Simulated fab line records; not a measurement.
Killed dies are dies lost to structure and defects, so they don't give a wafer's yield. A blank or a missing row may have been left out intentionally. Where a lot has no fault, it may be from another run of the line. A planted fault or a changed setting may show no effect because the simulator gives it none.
fab line records	flow n5_finfet
[record] lots = 11	wafers = 29	last_day = 18
route steps=1938 shown BEOL_M8@1334 PASSIVATION@1936
lots with no fault: from the same line, run without faults
start_h: hours from the record's opening day to when the first of the lot's shown wafers began	wait_h: hours elapsed since this lot's preceding step	" the same as in the row above	L1.1+2: a row that stands for several wafers	- either no value or no given start	* or withheld: withheld	< > ~ a bound
route shown NAME@n: names a module that has steps shown in the file, with the first one's number in the route	usual: the fault-free wafers' mean and standard deviation	same: alike in all rows	chamber/n: place in a boat	sites: per-site readings	_std_site: standard deviation of those values	_edge_site: the outer-site mean with the inner-site mean subtracted	radius_mm: how far each site lies from the wafer's centre	mask NAME#n: copy n	behind: the most recent tool/chamber to have shaped the wafer	hold: the reason the lot was held/the length of the hold in hours/how it ended	device: which transistor (n, p or np) failed to switch	end of line: the same wafers' tests at the end of the route	for a step that has no rows: nothing shown but its recipe	killed: count of dies lost to structure and defects at first sort (not the wafer's yield)	map: a wafer's dies, x killed, . not, _ none there
set.NAME: the run value of the setting; set.NAME@STEP: its run value at that earlier step	model.NAME: the simulator's own value behind a step, which no gauge read
one table for each step of the route and one row for each wafer, over a sample of lots
services: the hour from which a tool's chamber was out of use, counted from the record's first day as start_h (under 0 if before that day), plus the number of hours and why
[[steps]]
[step N5_BEOL_M8_THK_MEAS_01]
[recipe] reads = SiCOH_lowk_of_BEOL_M8_ILD_DEP_00
[usual] M8_ILD_THK = 155.7/2.5
lot.wafer	tool	chamber	start_h	wait_h	M8_ILD_THK[nm]
L309.1	film_metro-01	-	205.49	0.4	156.7
L309.2	"	-	"	"	158.7
L309.4	"	-	"	"	156.1
L311.2	film_metro-01	-	211.70	0.4	155.0
L311.5	"	-	"	"	160.4
L311.6	"	-	"	"	157.8
L310.2	film_metro-02	-	227.46	0.4	154.4
L310.3	"	-	"	"	156.3
L315.2	film_metro-01	-	232.31	0.4	153.3
L315.3	"	-	"	"	153.5
L315.5	"	-	"	"	156.1
L313.3	film_metro-02	-	234.40	0.3	155.3
L313.4	"	-	"	"	153.1
L313.6	"	-	"	"	156.2
L312.1	film_metro-01	-	266.09	0.4	156.5
L312.4	"	-	"	"	161.6
L312.5	"	-	"	"	159.1
L317.5	film_metro-01	-	271.48	0.1	157.3
L317.6	"	-	"	"	158.4
L326.1	film_metro-01	-	339.27	0.4	153.2
L326.3	"	-	"	"	153.3
L326.4	"	-	"	"	157.2
L329.2	film_metro-02	-	341.99	0.4	152.8
L329.4	"	-	"	"	156.9
L327.1	film_metro-01	-	344.61	0.4	151.3
L327.5	"	-	"	"	156.5
L327.6	"	-	"	"	155.0
L328.3	film_metro-02	-	345.93	0.4	152.9
L328.5	"	-	"	"	153.3
[step N5_BEOL_M8_EXPOSE_25]
[recipe] mask_id = V7	na = 0.33	source_shape = annular	sigma_inner = 0.4	sigma_outer = 0.8	polarization = unpolarized	target_cd_nm = 40	dose_mj = 42.5
lot.wafer	tool	chamber	start_h	wait_h	mask
L309.1+2+4	euv_scanner-01	0	213.86	-	V7#0
L311.2+5+6	euv_scanner-01	0	216.37	-	V7#0
L310.2+3	euv_scanner-01	0	231.81	-	V7#0
L315.2+3+5	euv_scanner-02	0	235.63	-	V7#0
L313.3+4+6	euv_scanner-01	0	237.47	-	V7#0
L312.1+4+5	euv_scanner-02	0	271.07	-	V7#0
L317.5+6	euv_scanner-01	0	273.51	-	V7#0
L326.1+3+4	euv_scanner-02	0	342.54	-	V7#0
L329.2+4	euv_scanner-01	0	345.87	-	V7#0
L327.1+5+6	euv_scanner-02	0	346.18	-	V7#0
L328.3+5	euv_scanner-01	0	349.03	-	V7#0
[step N5_BEOL_M8_OVL_MEAS_29]
[recipe] points_per_wafer = 522
[usual] V7_OVL = 0.4/0.8
lot.wafer	tool	chamber	start_h	wait_h	V7_OVL[nm]
L309.1	overlay-02	0	214.03	0.0	0.4
L309.2	"	0	"	"	-0.8
L309.4	"	0	"	"	-0.3
L311.2	overlay-01	0	216.54	0.0	0.2
L311.5	"	0	"	"	1.1
L311.6	"	0	"	"	1.5
L310.2	overlay-02	0	231.98	0.0	-0.2
L310.3	"	0	"	"	0.9
L315.2	overlay-02	0	235.79	0.0	0.6
L315.3	"	0	"	"	0.9
L315.5	"	0	"	"	1.5
L313.3	overlay-02	0	237.63	0.0	0.2
L313.4	"	0	"	"	-0.5
L313.6	"	0	"	"	-0.3
L312.1	overlay-02	0	271.23	0.0	1.9
L312.4	"	0	"	"	1.5
L312.5	"	0	"	"	1.4
L317.5	overlay-01	0	273.67	0.0	1.5
L317.6	"	0	"	"	0.9
L326.1	overlay-01	0	342.71	0.0	3.7
L326.3	"	0	"	"	3.3
L326.4	"	0	"	"	3.6
L329.2	overlay-02	0	346.04	0.0	0.6
L329.4	"	0	"	"	1.2
L327.1	overlay-01	0	346.35	0.0	4.3
L327.5	"	0	"	"	3.7
L327.6	"	0	"	"	4.4
L328.3	overlay-02	0	349.19	0.0	0.4
L328.5	"	0	"	"	1.1
[step N5_BEOL_M8_ETCH_72]
[recipe] chemistry = N2/H2	target = underlayer	target_depth_a = 65	mask_material = CAR-EUV	time_s = 5.2	ion_energy_ev = 200	pressure_mtorr = 30	source_w = 840	bias_w = 150	n2_flow_sccm = 200	h2_flow_sccm = 200	ends = cleared
[usual] drypump_motor_current_A = 5.7/0.41	etch_rf_on_time_s = 5.15/0.15	oes_product_au = 0.72/0.076	rf_vpp_V = 524.6/2	showerhead_plenum_p_Torr = 2.57/0.067	throttle_valve_pct = 17.76/0.23
lot.wafer	tool	chamber	start_h	wait_h	drypump_motor_current_A	etch_rf_on_time_s	oes_product_au	rf_hours_counter_h	rf_vpp_V	showerhead_plenum_p_Torr	throttle_valve_pct
L309.1	rie_diel-04	2	214.15	0.0	5.9	5.22	0.68	120	528.5	2.65	17.79
L309.2	"	3	"	"	5.4	5.06	0.61	243	522.2	2.49	18.01
L309.4	"	0	"	"	5.3	5.02	0.85	1	525.0	2.59	17.62
L311.2	rie_diel-04	2	216.66	0.0	5.8	5.27	0.68	120	526.7	2.65	17.78
L311.5	"	3	"	"	5.4	5.12	0.60	-	523.1	2.49	18.03
L311.6	"	0	"	"	5.3	5.06	0.85	-	527.8	2.59	17.61
L310.2	rie_diel-06	0	232.10	0.0	5.4	5.28	0.57	228	520.4	2.39	17.83
L310.3	"	3	"	"	5.7	5.08	0.73	40	524.4	2.60	17.55
L315.2	rie_diel-04	2	235.92	0.0	5.8	5.20	0.67	127	524.8	2.65	17.79
L315.3	"	0	"	"	5.3	5.05	0.81	9	526.0	2.59	17.65
L315.5	"	2	"	"	5.8	5.22	0.68	-	525.1	2.65	17.77
L313.3	rie_diel-04	0	237.74	0.0	5.3	5.08	0.81	10	524.1	2.59	17.61
L313.4	"	0	"	"	5.3	5.03	0.81	-	525.7	2.59	17.62
L313.6	"	2	"	"	5.9	5.23	0.67	-	526.3	2.65	17.79
L312.1	rie_diel-05	2	271.36	0.0	5.7	5.15	0.63	156	525.2	2.67	18.08
L312.4	"	0	"	"	5.4	5.46	0.70	-	522.0	2.50	17.92
L312.5	"	2	"	"	5.7	5.16	0.64	-	525.3	2.67	18.07
L317.5	rie_diel-06	3	274.11	0.0	5.7	5.16	0.72	-	524.2	2.59	17.56
L317.6	"	2	"	"	6.4	5.24	0.77	-	525.4	2.57	17.47
L326.1	rie_diel-04	2	343.47	0.0	5.9	5.30	0.64	171	525.0	2.63	17.86
L326.3	"	3	"	"	5.3	5.09	0.76	25	523.2	2.48	17.72
L326.4	"	1	"	"	5.4	5.15	0.76	-	523.7	2.61	17.96
L329.2	rie_diel-05	3	346.19	0.0	6.1	4.99	0.84	12	521.8	2.51	17.85
L329.4	"	0	"	"	5.3	5.56	0.68	75	520.7	2.49	17.98
L327.1	rie_diel-04	1	346.59	0.0	5.4	5.13	0.76	37	527.6	2.61	17.98
L327.5	"	2	"	"	5.8	5.27	0.64	-	524.7	2.63	17.88
L327.6	"	3	"	"	5.4	4.99	0.76	-	522.6	2.48	17.74
L328.3	rie_diel-04	2	349.30	0.0	5.9	5.24	0.64	174	525.9	2.63	17.88
L328.5	"	0	"	"	5.3	4.98	0.75	-	524.0	2.57	17.69
[step N5_BEOL_M8_STRIP_36]
[recipe] chemistry = N2/H2	power_w = 450	temp_c = 40	pressure_mtorr = 20	rf_frequency_hz = 6e+07	overash_fraction = 0.3	bias_power_w = 7	h2_frac = 0.5	n2_flow_sccm = 200	h2_flow_sccm = 200
[usual] drypump_motor_current_A = 5.7/0.41	oes_product_au = 0.84/0.082	power_w = 449.8/1.5	rf_vpp_V = 59.4/1.5	showerhead_plenum_p_Torr = 2.57/0.067	throttle_valve_pct = 23.5/0.32
lot.wafer	tool	chamber	start_h	wait_h	drypump_motor_current_A	oes_product_au	power_w	rf_hours_counter_h	rf_vpp_V	showerhead_plenum_p_Torr	throttle_valve_pct
L309.1	rie_diel-04	2	214.35	0.0	5.9	0.82	449.1	120	63.3	2.65	23.4
L309.2	"	3	"	"	5.3	0.72	447.7	243	58.5	2.49	23.7
L309.4	"	0	"	"	5.3	0.97	449.1	1	56.9	2.58	23.3
L311.2	rie_diel-04	2	216.86	0.0	5.9	0.80	449.2	120	59.0	2.65	23.4
L311.5	"	3	"	"	5.3	0.72	448.3	-	58.3	2.49	23.7
L311.6	"	0	"	"	5.3	0.94	450.4	-	59.6	2.59	23.2
L310.2	rie_diel-06	0	232.29	0.0	5.4	0.67	451.8	228	61.0	2.39	23.5
L310.3	"	3	"	"	5.7	0.88	451.4	40	58.3	2.59	23.3
L315.2	rie_diel-04	2	236.12	0.0	5.9	0.81	450.1	127	60.3	2.64	23.4
L315.3	"	0	"	"	5.3	0.92	450.7	9	61.5	2.58	23.3
L315.5	"	2	"	"	5.9	0.79	452.7	-	60.8	2.64	23.4
L313.3	rie_diel-04	0	237.94	0.0	5.3	0.91	451.0	10	57.9	2.58	23.3
L313.4	"	0	"	"	5.3	0.91	451.3	-	59.8	2.58	23.3
L313.6	"	2	"	"	5.9	0.80	447.6	-	59.1	2.64	23.4
L312.1	rie_diel-05	2	271.55	0.0	5.7	0.74	450.5	156	58.1	2.66	24.0
L312.4	"	0	"	"	5.3	0.84	450.2	-	57.6	2.50	23.9
L312.5	"	2	"	"	5.7	0.73	449.1	-	59.8	2.66	24.0
L317.5	rie_diel-06	3	274.32	0.0	5.7	0.85	450.4	-	57.1	2.59	23.4
L317.6	"	2	"	"	6.4	0.88	447.8	-	60.4	2.56	23.2
L326.1	rie_diel-04	2	343.67	0.0	5.8	0.76	450.7	171	60.5	2.63	23.5
L326.3	"	3	"	"	5.3	0.89	450.5	25	61.0	2.47	23.5
L326.4	"	1	"	"	5.4	0.90	447.9	-	58.2	2.61	24.1
L329.2	rie_diel-05	3	346.38	0.0	6.2	0.99	449.3	12	58.0	2.50	23.7
L329.4	"	0	"	"	5.4	0.81	449.0	75	59.2	2.49	24.0
L327.1	rie_diel-04	1	346.78	0.0	5.4	0.90	449.5	37	61.2	2.61	24.1
L327.5	"	2	"	"	5.8	0.75	448.3	-	60.6	2.62	23.5
L327.6	"	3	"	"	5.4	0.90	450.3	-	59.5	2.47	23.6
L328.3	rie_diel-04	2	349.50	0.0	5.8	0.76	448.1	174	59.4	2.62	23.5
L328.5	"	0	"	"	5.3	0.83	448.5	-	60.7	2.57	23.4
[step N5_PASSIVATION_PROBE_49]
[usual] defect_limited_yield = 91.1/1.3	killed_at_M0_to_M3 = 32/9.7	killed_at_M4_up = 16/6	killed_at_contacts = 12/5.9	killed_at_front_end = 41/11	killed_at_other = 4/3.1	killed_dies = 104/16	killed_on_rim = 14/4	killed_open = 68/12	killed_short = 34/7.4	sort_bin_5_function = 5.1/0.85	sort_bin_6_memory = 3.3/0.66	sort_bin_8_speed = 0.1/0.53	sort_n_pass = 1075/16	sort_yield_pct = 91.1/1.4
[same] gross_dies = 1180	killed_at_back_side = 0	sort_bin_4_leakage[%] = 0
lot.wafer	tool	chamber	start_h	wait_h	defect_limited_yield[%]	killed_at_M0_to_M3	killed_at_M4_up	killed_at_contacts	killed_at_front_end	killed_at_other	killed_dies	killed_on_rim	killed_open	killed_short	sort_bin_5_function[%]	sort_bin_6_memory[%]	sort_bin_8_speed[%]	sort_n_pass	sort_yield_pct[%]
L317.5	prober-02	-	343.45	0.2	91.4	48	12	16	23	2	101	16	66	35	5.1	3.3	0	1079	91.4
L317.6	prober-02	-	343.50	0.3	92.2	30	14	13	31	4	92	8	65	26	4.7	2.9	0	1088	92.2
L326.3	prober-01	-	413.04	0.1	88.3	48	6	16	66	2	138	11	87	51	6.5	4.8	0	1042	88.3
L326.4	prober-01	-	413.09	0.2	90.8	37	14	11	42	4	108	21	67	30	4.7	3.4	0	1072	90.8
L327.5	prober-01	-	425.49	0.2	90.2	42	14	4	53	3	116	16	65	41	4.7	3.6	0	1064	90.2
// killed by level:class
L317.5 MOL_CONTACT_COAG:geometric_particle:open=14 BEOL_M0_SAQP:geometric_particle:short=11 BEOL_M3:geometric_particle:open=10 BEOL_M0_SAQP:geometric_particle:open=8 BEOL_M2:geometric_particle:open=6 BEOL_M2:geometric_particle:short=6 FIN_SAQP:geometric_particle:open=4 STI_FIN_REVEAL:geometric_particle:open=3
L317.6 MOL_CONTACT_COAG:geometric_particle:open=11 BEOL_M0_SAQP:geometric_particle:open=8 BEOL_M0_SAQP:geometric_particle:short=8 FIN_SAQP:geometric_particle:open=6 BEOL_M4:geometric_particle:open=6 GATE_CUT:geometric_particle:short=4 STI_FIN_REVEAL:geometric_particle:open=4 GATE_CUT:geometric_particle:open=4
L326.3 FIN_SAQP:geometric_particle:open=20 FIN_SAQP:geometric_particle:short=18 BEOL_M3:geometric_particle:open=18 MOL_CONTACT_COAG:geometric_particle:open=15 DUMMY_GATE:geometric_particle:open=8 BEOL_M0_SAQP:geometric_particle:short=7 ILD0:geometric_particle:short=7 BEOL_M3:geometric_particle:short=5
L326.4 MOL_CONTACT_COAG:geometric_particle:open=10 BEOL_M1:geometric_particle:open=10 HKMG_FIN:area_etch=10 FIN_SAQP:geometric_particle:open=7 DUMMY_GATE:geometric_particle:open=7 BEOL_M3:geometric_particle:open=7 BEOL_M0_SAQP:geometric_particle:short=6 STI_FIN_REVEAL:geometric_particle:open=3
L327.5 BEOL_M0_SAQP:geometric_particle:short=13 FIN_SAQP:geometric_particle:open=11 HKMG_FIN:area_etch=9 BEOL_M3:geometric_particle:open=8 BEOL_M0_SAQP:geometric_particle:open=7 BEOL_M2:geometric_particle:open=6 BEOL_M4:geometric_particle:open=6 STI_FIN_REVEAL:geometric_particle:open=5
[[services]]
tool	chamber	start_h	hours	kind
rie_diel-04	0	197.28	-	clean
rie_diel-04	0	197.28	-	consumable_replace:focus_ring
rie_diel-04	0	197.28	12.2	scheduled_down
rie_diel-04	0	197.28	12.2	vent_cycle
rie_diel-05	-	205.16	0.7	repair
euv_scanner-01	-	206.23	0.2	repair
euv_scanner-01	-	208.01	1.0	pm
euv_scanner-02	-	211.73	12.0	pm
rie_diel-05	-	218.37	0.1	repair
euv_scanner-01	-	223.73	4.6	pm
euv_scanner-02	-	228.33	1.0	pm
rie_diel-04	1	229.60	-	clean
rie_diel-04	1	229.60	-	consumable_replace:focus_ring
rie_diel-04	1	229.60	21.3	scheduled_down
rie_diel-04	1	229.60	21.3	vent_cycle
rie_diel-05	3	242.46	40.9	repair
rie_diel-04	3	250.90	-	clean
rie_diel-04	3	250.90	-	consumable_replace:focus_ring
rie_diel-04	1	252.29	3.0	repair
euv_scanner-01	-	264.16	1.0	pm
rie_diel-06	2	275.94	2.5	repair
euv_scanner-02	-	284.28	1.0	pm
euv_scanner-01	-	320.31	1.0	pm
euv_scanner-02	-	340.43	1.0	pm
[[key]]
[first_sign] step = N5_BEOL_M8_OVL_MEAS_29	reading = V7_OVL	direction = up	sigmas = 4.3	usual = 0.4	struck = 3.8
effect none on later readings
met_at N5_BEOL_M8_EXPOSE_25
struck_lots L326,L327
[baseline_loss] step = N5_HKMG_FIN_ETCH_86	wafers = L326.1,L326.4
not_acting_at N5_BEOL_M8_THK_MEAS_01,N5_BEOL_M8_ETCH_72,N5_BEOL_M8_STRIP_36
onset_between 271.07 342.54
[fault] kind = scanner_matching_overlay	tool = euv_scanner-02	chamber = -	onset_h = 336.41	steps = N5_BEOL_M8_EXPOSE_25	offset = 3.5676
// baseline_loss: these wafers lose ten dies or more at that step, a loss of the line's own and not of a fault; the sort's usual values leave them out
